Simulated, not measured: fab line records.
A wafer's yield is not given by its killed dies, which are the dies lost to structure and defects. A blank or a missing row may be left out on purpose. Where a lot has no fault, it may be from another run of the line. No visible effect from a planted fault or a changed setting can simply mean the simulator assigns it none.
Matching of chambers -- flow nand harc -- cmp-02 running NHARC_A_STAIRCASE_CMP_472: 4 sister chambers
The step polishes SiO2. 14 wafers are shown with their chamber, then 7 later ones without.

## EACH WAFER AND ITS CHAMBER
wafer,chamber,motor current A (A),retaining ring pressure frac,edge zone pressure frac
L074.1,3,12.3,1.004,1.006
L074.3,0,10.9,0.996,1.001
L074.4,1,9.8,0.999,0.998
L078.3,2,14.3,1.004,1.003
L078.4,3,11.5,1.005,1.000
L078.6,1,10.1,0.996,1.000
L087.2,1,9.7,0.989,0.997
L087.4,0,10.6,0.992,0.996
L087.5,0,10.8,0.995,0.996
L090.1,2,14.6,1.002,0.987
L090.4,3,11.8,0.993,0.995
L090.5,2,15.2,0.997,0.995
L091.2,1,9.3,0.998,0.998
L091.4,0,10.3,0.998,0.999

SIGNATURES (averages over the wafers above)
reading,chamber 0,chamber 1,chamber 2,chamber 3,scatter within a chamber
motor current A,10.650,9.725,14.700,11.867,0.358
retaining ring pressure frac,0.99525,0.99550,1.00100,1.00067,0.00441
edge zone pressure frac,0.99800,0.99825,0.99500,1.00033,0.0046
Rule: for a wafer and a chamber, the distance is found by dividing, reading by reading, the gap between the wafer's reading and the chamber's mean by the reading's scatter, squaring, summing and taking the root. If the next closest chamber is less than 2 further off than the closest, the wafer can't be placed; otherwise it belongs to the closest. The scatter is the square root of a quotient: the sum, over the shown wafers, of each reading's squared deviation from its chamber's mean, divided by wafers minus chambers.

## WAFERS WITH NO CHAMBER GIVEN
wafer,motor current A (A),retaining ring pressure frac,edge zone pressure frac
L091.5,10.1,0.996,1.003
L097.3,14.6,0.995,0.998
L097.4,11.6,0.999,1.005
L097.6,14.5,1.001,0.996
L096.1,14.3,0.994,0.991
L096.5,14.3,0.991,1.003
L096.6,9.5,1.007,1.004

## EACH ONE'S CHAMBER
wafer,from the rows above,in truth
L091.5,can't be placed: 1 or 0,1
L097.3,2,2
L097.4,can't be placed: 3 or 0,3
L097.6,2,2
L096.1,2,2
L096.5,2,2
L096.6,can't be placed: 1 or 0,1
4 of 7 placed correctly. Cannot be placed on the basis of these rows: 3; the candidates contain the true chamber in 3. Number placed wrongly: 0.
